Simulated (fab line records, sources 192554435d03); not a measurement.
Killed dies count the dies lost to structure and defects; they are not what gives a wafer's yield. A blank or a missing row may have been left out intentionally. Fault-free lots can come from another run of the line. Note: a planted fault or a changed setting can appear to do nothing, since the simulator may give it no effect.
Which tool is to blame?	flow n5Finfet	21 lots with 63 wafers sampled at 6 steps, on a route of 1938 steps

## WHAT THE GAUGES READ, wafer by wafer
No reading from a measuring or inspecting step in the record can be judged against a usual standard deviation.

## TOOL THAT RAN EACH LOT (tool first, then ch and the chambers of the sampled wafers, then the start)
lot	N5_HKMG_FIN_STRIP_92	N5_HKMG_FIN_STRIP_90	N5_HKMG_FIN_STRIP_69	N5_GATE_CUT_CMP_02	N5_GATE_CUT_HM_DEP_46	N5_GATE_CUT_ETCH_36
L074	rieDiel-01 ch 0,2, day 4 03:07	rieDiel-03 ch 0,1, day 4 05:10	plasmaAsher-01 ch 0,1, day 4 05:28	cmp-04 ch 0,2, day 4 10:03	pecvd-03 ch 0,1,2, day 4 10:23	rieDiel-06 ch 1,2,3, day 4 11:17
L075	rieDiel-03 ch 0,2, day 4 12:48	rieDiel-01 ch 0,3, day 4 14:49	plasmaAsher-02 ch 0,1, day 4 15:07	cmp-01 ch 0,2, day 4 21:25	pecvd-04 ch 0,1, day 4 21:42	rieDiel-06 ch 1,3, day 4 22:13
L076	rieDiel-05 ch 0,1,2, day 4 17:25	rieDiel-05 ch 0,1,2, day 4 19:31	plasmaAsher-01 ch 0,1, day 4 19:48	cmp-02 ch 0,1,2, day 5 00:59	pecvd-01 ch 0,1,2, day 5 01:19	rieDiel-04 ch 0,1, day 5 01:53
L077	rieDiel-01 ch 0,3, day 5 00:10	rieDiel-01 ch 0,3, day 5 02:21	plasmaAsher-01 ch 0,1, day 5 02:39	cmp-04 ch 0,1,2, day 5 07:11	pecvd-04 ch 0,1,2, day 5 07:31	rieDiel-04 ch 1,3, day 5 08:31
L078	rieDiel-05 ch 0,2, day 5 05:45	rieDiel-01 ch 0,3, day 5 07:45	plasmaAsher-02 ch 0,1, day 5 08:03	cmp-04 ch 1,2, day 5 12:42	pecvd-03 ch 0,1,2, day 5 13:02	rieDiel-02 ch 1,2, day 5 13:33
L080	rieDiel-05 ch 2,3, day 5 14:31	rieDiel-01 ch 0,3, day 5 16:39	plasmaAsher-02 ch 0,1, day 5 16:58	cmp-04 ch 1,2, day 5 21:56	pecvd-01 ch 0,1,2, day 5 22:16	rieDiel-04 ch 1,3, day 5 22:55
L081	rieDiel-01 ch 0,1,3, day 5 21:58	rieDiel-03 ch 0,2,3, day 6 00:00	plasmaAsher-01 ch 0,1, day 6 00:18	cmp-02 ch 1,2,3, day 6 04:53	pecvd-01 ch 1,2, day 6 05:14	rieDiel-06 ch 1,2,3, day 6 05:52
L082	rieDiel-05 ch 1,2, day 6 04:08	rieDiel-03 ch 0,1,3, day 6 06:11	plasmaAsher-01 ch 0,1, day 6 06:29	cmp-04 ch 0,1,3, day 6 11:01	pecvd-03 ch 1,2, day 6 11:21	rieDiel-02 ch 1,2,3, day 6 11:52
L083	rieDiel-01 ch 1,2,3, day 6 10:56	rieDiel-05 ch 0,1, day 6 13:03	plasmaAsher-02 ch 0,1, day 6 13:21	cmp-02 ch 1,2,3, day 6 18:08	pecvd-03 ch 0,2, day 6 18:28	rieDiel-06 ch 1,2, day 6 19:12
L084	rieDiel-01 ch 1,2, day 6 20:23	rieDiel-01 ch 0,2, day 6 22:26	plasmaAsher-02 ch 0,1, day 6 22:44	cmp-02 ch 0,3, day 7 03:19	pecvd-03 ch 0,1,2, day 7 03:37	rieDiel-06 ch 0,3, day 7 04:08
L085	rieDiel-05 ch 1,2,3, day 7 00:43	rieDiel-03 ch 0,2,3, day 7 02:50	plasmaAsher-01 ch 0,1, day 7 03:15	cmp-04 ch 1,2, day 7 07:40	pecvd-01 ch 0,1,2, day 7 08:01	rieDiel-06 ch 0,1, day 7 09:11
L087	rieDiel-03 ch 0,1,2, day 7 12:20	rieDiel-01 ch 0,1, day 7 14:20	plasmaAsher-01 ch 0,1, day 7 14:38	cmp-01 ch 0,3, day 7 19:11	pecvd-01 ch 0,1, day 7 19:32	rieDiel-04 ch 1,2,3, day 7 20:32
L088	rieDiel-05 ch 1,2,3, day 7 15:11	rieDiel-05 ch 1,3, day 7 17:10	plasmaAsher-01 ch 0,1, day 7 17:28	cmp-02 ch 0,1,2, day 7 22:01	pecvd-01 ch 0,1,2, day 7 22:21	rieDiel-04 ch 0,1,3, day 7 22:52
L089	rieDiel-03 ch 0,2, day 7 21:53	rieDiel-01 ch 1,3, day 7 23:55	plasmaAsher-01 ch 0,1, day 8 00:13	cmp-02 ch 0,2, day 8 04:47	pecvd-01 ch 0,1,2, day 8 05:05	rieDiel-02 ch 0,2, day 8 06:08
L090	rieDiel-03 ch 1,3, day 8 05:53	rieDiel-03 ch 1,2,3, day 8 08:04	plasmaAsher-01 ch 0,1, day 8 08:30	cmp-01 ch 1,2,3, day 8 14:06	pecvd-04 ch 1,2, day 8 14:21	rieDiel-04 ch 0,1,2, day 8 14:52
L091	rieDiel-03 ch 0,1,2, day 8 12:20	rieDiel-03 ch 0,2, day 8 14:23	plasmaAsher-02 ch 0,1, day 8 14:41	cmp-04 ch 1,2, day 8 19:41	pecvd-01 ch 0,1, day 8 20:01	rieDiel-02 ch 1,3, day 8 20:32
L093	rieDiel-01 ch 0,1,3, day 8 22:10	rieDiel-03 ch 2,3, day 9 00:14	plasmaAsher-02 ch 0,1, day 9 00:32	cmp-01 ch 1,2,3, day 9 05:22	pecvd-04 ch 1,2, day 9 05:39	rieDiel-06 ch 0,1,3, day 9 06:40
L094	rieDiel-03 ch 1,2, day 9 08:32	rieDiel-05 ch 1,2, day 9 10:46	plasmaAsher-02 ch 0,1, day 9 11:04	cmp-02 ch 1,2, day 9 15:37	pecvd-04 ch 0,1, day 9 15:56	rieDiel-06 ch 0,3, day 9 17:02
L095	rieDiel-01 ch 0,3, day 9 11:01	rieDiel-05 ch 0,2, day 9 13:03	plasmaAsher-01 ch 0,1, day 9 13:22	cmp-01 ch 0,2, day 9 18:34	pecvd-03 ch 0,2, day 9 18:52	rieDiel-02 ch 0,2,3, day 9 19:22
L096	rieDiel-05 ch 0,1,3, day 9 14:54	rieDiel-03 ch 1,2,3, day 9 17:07	plasmaAsher-01 ch 0,1, day 9 17:26	cmp-04 ch 0,1,2, day 9 22:15	pecvd-01 ch 0,1, day 9 22:35	rieDiel-02 ch 1,2,3, day 9 23:09
L097	rieDiel-03 ch 1,2,3, day 9 23:25	rieDiel-05 ch 0,1,2, day 10 01:31	plasmaAsher-02 ch 0,1, day 10 01:49	cmp-02 ch 1,3, day 10 06:22	pecvd-01 ch 1, day 10 06:41	rieDiel-06 ch 0,1, day 10 07:13
- N5_HKMG_FIN_STRIP_92: strips SOC in N2/H2, time 20 s.
- N5_HKMG_FIN_STRIP_90: strips SOC in N2/H2, time 20 s.
- N5_HKMG_FIN_STRIP_69: strips in N2/H2, time 360 s.
- N5_GATE_CUT_CMP_02: polishes, stops on SiO2, t overpolish 12.7 s, target thk 0 nm.
- N5_GATE_CUT_HM_DEP_46: deposits SiO2 from TEOS/O2, target thk 130 nm, time 26.6 s.
- N5_GATE_CUT_ETCH_36: etches SiARC in CF4, target depth 13 nm, time 21.7 s.

## AS READ BY THE TOOLS THEMSELVES (means over the sampled wafers that have a number; for cases with no such wafer, the mark the record gives instead)
N5_HKMG_FIN_STRIP_92.
lot	tool	drypumpMotorCurrentA (A)	oesProductAu (a.u.)	powerW (W)	rfVppV (V)	showerheadPlenumPTorr (Torr)	throttleValvePct (%)
L074	rieDiel-01	5.6	0.78	500.4	54.7	3.34	19.3
L075	rieDiel-03	5.8	0.88	498.6	53.8	3.26	18.9
L076	rieDiel-05	5.7	0.77	500.2	55.0	3.46	19.0
L077	rieDiel-01	5.1	0.89	501.7	53.8	3.29	18.5
L078	rieDiel-05	6.0	0.75	500.2	54.6	3.51	19.0
L080	rieDiel-05	6.0	0.72	499.5	54.1	3.44	19.3
L081	rieDiel-01	5.3	0.91	500.9	53.8	3.33	18.7
L082	rieDiel-05	6.0	0.72	501.5	55.1	3.43	19.3
L083	rieDiel-01	5.5	0.85	499.0	53.8	3.35	19.2
L084	rieDiel-01	5.7	0.79	502.0	54.5	3.38	19.6
L085	rieDiel-05	5.8	0.72	499.5	53.5	3.39	19.3
L087	rieDiel-03	6.1	0.84	499.7	54.0	3.25	18.9
L088	rieDiel-05	5.8	0.72	499.1	54.6	3.38	19.3
L089	rieDiel-03	5.6	0.74	499.8	54.5	3.21	19.1
L090	rieDiel-03	6.3	0.90	498.2	54.3	3.37	18.9
L091	rieDiel-03	6.1	0.82	500.4	54.1	3.25	18.9
L093	rieDiel-01	5.3	0.85	500.3	54.4	3.32	18.8
L094	rieDiel-03	6.2	0.87	498.9	53.9	3.27	18.8
L095	rieDiel-01	5.1	0.82	499.5	53.1	3.26	18.6
L096	rieDiel-05	5.5	0.76	499.6	54.1	3.39	19.0
L097	rieDiel-03	6.1	0.85	501.0	54.2	3.36	19.0

N5_HKMG_FIN_STRIP_90.
lot	tool	drypumpMotorCurrentA (A)	oesProductAu (a.u.)	powerW (W)	rfVppV (V)	showerheadPlenumPTorr (Torr)	throttleValvePct (%)
L074	rieDiel-03	5.9	0.69	499.6	53.5	3.22	19.2
L075	rieDiel-01	5.2	0.90	499.2	53.2	3.29	18.6
L076	rieDiel-05	5.8	0.77	499.3	54.2	3.46	19.0
L077	rieDiel-01	5.1	0.88	501.5	53.2	3.28	18.5
L078	rieDiel-01	5.2	0.88	499.7	53.6	3.29	18.6
L080	rieDiel-01	5.1	0.86	499.6	54.0	3.28	18.5
L081	rieDiel-03	5.7	0.80	499.6	55.1	3.34	19.1
L082	rieDiel-03	6.0	0.83	499.8	54.0	3.34	19.1
L083	rieDiel-05	5.5	0.79	500.6	54.1	3.47	18.6
L084	rieDiel-01	5.6	0.75	500.7	54.4	3.32	19.4
L085	rieDiel-03	5.7	0.81	499.7	53.3	3.34	19.1
L087	rieDiel-01	5.4	0.89	499.6	54.5	3.37	18.9
L088	rieDiel-05	5.6	0.74	501.6	54.3	3.34	19.2
L089	rieDiel-01	5.3	0.88	498.7	54.7	3.33	18.9
L090	rieDiel-03	6.1	0.87	499.6	54.0	3.37	18.9
L091	rieDiel-03	5.8	0.81	502.4	53.8	3.24	19.0
L093	rieDiel-03	5.8	0.84	501.2	54.5	3.44	19.1
L094	rieDiel-05	5.7	0.71	501.0	53.2	3.37	19.4
L095	rieDiel-05	6.0	0.72	499.3	53.6	3.49	19.0
L096	rieDiel-03	6.1	0.85	500.0	54.0	3.36	19.0
L097	rieDiel-05	5.7	0.73	501.6	54.2	3.43	19.0

N5_HKMG_FIN_STRIP_69.
lot	tool	drypumpMotorCurrentA (A)	heaterPowerW (W)
L074	plasmaAsher-01	5.3	547
L075	plasmaAsher-02	5.8	520
L076	plasmaAsher-01	5.3	550
L077	plasmaAsher-01	5.5	530
L078	plasmaAsher-02	5.8	526
L080	plasmaAsher-02	5.8	520
L081	plasmaAsher-01	5.3	551
L082	plasmaAsher-01	5.3	548
L083	plasmaAsher-02	5.8	518
L084	plasmaAsher-02	5.8	514
L085	plasmaAsher-01	5.5	521
L087	plasmaAsher-01	5.5	526
L088	plasmaAsher-01	5.5	526
L089	plasmaAsher-01	5.3	540
L090	plasmaAsher-01	5.5	529
L091	plasmaAsher-02	5.8	516
L093	plasmaAsher-02	5.8	503
L094	plasmaAsher-02	5.8	515
L095	plasmaAsher-01	5.5	528
L096	plasmaAsher-01	5.3	543
L097	plasmaAsher-02	5.8	517

N5_GATE_CUT_CMP_02.
lot	tool	motorCurrentA (A)	overpolishRunS (s)	timeToEndpointS (s)
L074	cmp-04	7.8	12.702	28
L075	cmp-01	10.2	12.699	26
L076	cmp-02	8.8	12.706	24
L077	cmp-04	8.3	12.695	32
L078	cmp-04	8.4	12.702	31
L080	cmp-04	8.2	12.701	30
L081	cmp-02	9.1	12.692	27
L082	cmp-04	8.7	12.711	27
L083	cmp-02	9.3	12.699	26
L084	cmp-02	9.0	12.696	27
L085	cmp-04	8.4	12.708	29
L087	cmp-01	7.7	12.700	30
L088	cmp-02	9.2	12.707	23
L089	cmp-02	8.5	12.702	21
L090	cmp-01	9.5	12.698	32
L091	cmp-04	8.3	12.693	30
L093	cmp-01	9.3	12.698	28
L094	cmp-02	9.3	12.699	26
L095	cmp-01	9.3	12.694	24
L096	cmp-04	8.3	12.698	27
L097	cmp-02	9.9	12.699	28

N5_GATE_CUT_HM_DEP_46.
lot	tool	chamberPressureTorr (Torr)	heaterPowerW (W)	showerheadPlenumPTorr (Torr)	throttleValvePct (%)
L074	pecvd-03	6.496	587	8.34	17.6
L075	pecvd-04	6.493	587	8.37	18.9
L076	pecvd-01	6.502	557	8.29	19.5
L077	pecvd-04	6.497	639	8.34	18.5
L078	pecvd-03	6.507	587	8.36	17.8
L080	pecvd-01	6.493	525	8.30	19.4
L081	pecvd-01	6.498	451	8.29	19.9
L082	pecvd-03	6.496	655	8.35	17.9
L083	pecvd-03	6.499	587	8.35	17.2
L084	pecvd-03	6.514	558	8.33	17.7
L085	pecvd-01	6.503	525	8.29	19.2
L087	pecvd-01	6.496	508	8.27	19.7
L088	pecvd-01	6.496	528	8.30	19.6
L089	pecvd-01	6.502	532	8.30	19.3
L090	pecvd-04	6.486	555	8.35	18.6
L091	pecvd-01	6.478	593	8.31	19.0
L093	pecvd-04	6.492	635	8.34	18.0
L094	pecvd-04	6.525	596	8.37	18.9
L095	pecvd-03	6.492	608	8.34	17.6
L096	pecvd-01	6.496	599	8.29	19.1
L097	pecvd-01	6.512	435	8.23	20.8

N5_GATE_CUT_ETCH_36.
lot	tool	drypumpMotorCurrentA (A)	etchRfOnTimeS (s)	oesProductAu (a.u.)	rfVppV (V)	showerheadPlenumPTorr (Torr)	throttleValvePct (%)
L074	rieDiel-06	5.9	21.8	0.73	185.1	2.19	15.33
L075	rieDiel-06	6.0	21.6	0.74	183.7	2.14	15.30
L076	rieDiel-04	5.5	22.3	0.60	183.9	2.13	15.68
L077	rieDiel-04	5.9	21.5	0.77	184.0	2.17	15.59
L078	rieDiel-02	5.9	21.8	0.76	185.0	2.21	15.41
L080	rieDiel-04	5.8	21.3	0.75	183.5	2.17	15.62
L081	rieDiel-06	5.9	21.9	0.71	185.3	2.19	15.34
L082	rieDiel-02	6.0	21.5	0.74	184.6	2.21	15.41
L083	rieDiel-06	6.1	21.8	0.74	184.6	2.15	15.28
L084	rieDiel-06	5.6	22.4	0.63	182.9	2.10	15.62
L085	rieDiel-06	5.8	22.2	0.66	183.2	2.06	15.54
L087	rieDiel-04	5.6	21.7	0.69	184.2	2.13	15.66
L088	rieDiel-04	5.7	22.0	0.73	184.0	2.13	15.51
L089	rieDiel-02	6.0	21.3	0.67	184.6	2.13	15.84
L090	rieDiel-04	5.5	21.8	0.70	183.5	2.10	15.54
L091	rieDiel-02	5.8	21.6	0.73	186.4	2.27	15.24
L093	rieDiel-06	5.8	22.1	0.66	183.5	2.11	15.50
L094	rieDiel-06	5.6	22.3	0.61	182.7	2.09	15.65
L095	rieDiel-02	5.8	21.4	0.68	184.0	2.19	15.66
L096	rieDiel-02	6.0	21.7	0.71	184.9	2.20	15.46
L097	rieDiel-06	6.0	21.8	0.68	183.4	2.07	15.45

## THE ANSWER, worked out from the rows above alone
Rule: the lots themselves supply what counts as usual. Put in order of their means at a reading, lots are off if they are a third of the lots or fewer, leave a main group of 4 or more, and stand apart from it by a gap of 3 or more times the standard deviation of the main group's means; of several such gaps the widest counts. If all means in a main group match to the digits the tables above print for the reading, that group is not used. A lot without any number at a reading at which 4 lots or more have one is off too. All remaining lots with rows at the step are treated as sound. First the gauges in route order, then the tools' own readings, where a lot's mean is used as printed above. At the first step where some lot is off, the reading lying furthest off is the one used; lots without a number count as furthest.
No lot is off on any of the readings shown, so nothing can be concluded from this.

## WHAT THE SIMULATOR HAD PUT IN
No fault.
